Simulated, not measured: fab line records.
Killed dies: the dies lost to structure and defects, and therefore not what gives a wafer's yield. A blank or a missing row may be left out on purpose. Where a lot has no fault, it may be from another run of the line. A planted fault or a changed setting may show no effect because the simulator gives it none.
Matching of chambers | flow nandHarc | aldMetal-02 running NHARC_P_CONTACT_ALD_22: 4 sister chambers
The step deposits TiN, target thk 3 nm, pulse time 1 s, ald cycles 150. 4 wafers are shown with their chamber, then 10 later ones without.

WAFERS PAIRED WITH THEIR CHAMBERS
wafer  | chamber | heaterPowerW (W)
L084.2 | 3       | 946
L086.5 | 2       | 943
L089.1 | 0       | 1115
L089.3 | 1       | 1022

WAFERS WITHOUT THEIR CHAMBER
wafer  | heaterPowerW (W)
L089.5 | 1004
L090.3 | 988
L090.4 | 1138
L090.5 | 1136
L094.1 | 991
L094.3 | 1003
L094.4 | 1134
L097.1 | 1161
L097.2 | 971
L097.4 | 975

WHICH CHAMBER EACH ONE RAN IN
wafer  | from the rows above          | in truth
L089.5 | can't be placed: 1 or 3 or 2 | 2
L090.3 | can't be placed: 1 or 3 or 2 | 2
L090.4 | 0                            | 0
L090.5 | 0                            | 0
L094.1 | can't be placed: 1 or 3 or 2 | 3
L094.3 | can't be placed: 1 or 3 or 2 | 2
L094.4 | 0                            | 0
L097.1 | 0                            | 0
L097.2 | can't be placed: 3 or 2 or 1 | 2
L097.4 | can't be placed: 3 or 2 or 1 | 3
4 of 10 placed correctly. Can't be placed from these rows: 6 (the true chamber is among the candidates in 6). 0 placed wrongly.
How it was worked out, from the rows above alone: a wafer's distance from a chamber is the root of the sum, over the readings, of the square of ((its reading less the chamber's mean) divided by the reading's scatter). The wafer belongs to the nearest chamber; if the next one is less than 2 further off, it can't be placed. For every chamber, the mean is computed from those of its wafers that are shown. The scatter (one wafer shown for each chamber): square how far every hidden wafer sits from the nearest shown wafer, average those squares and take the square root.
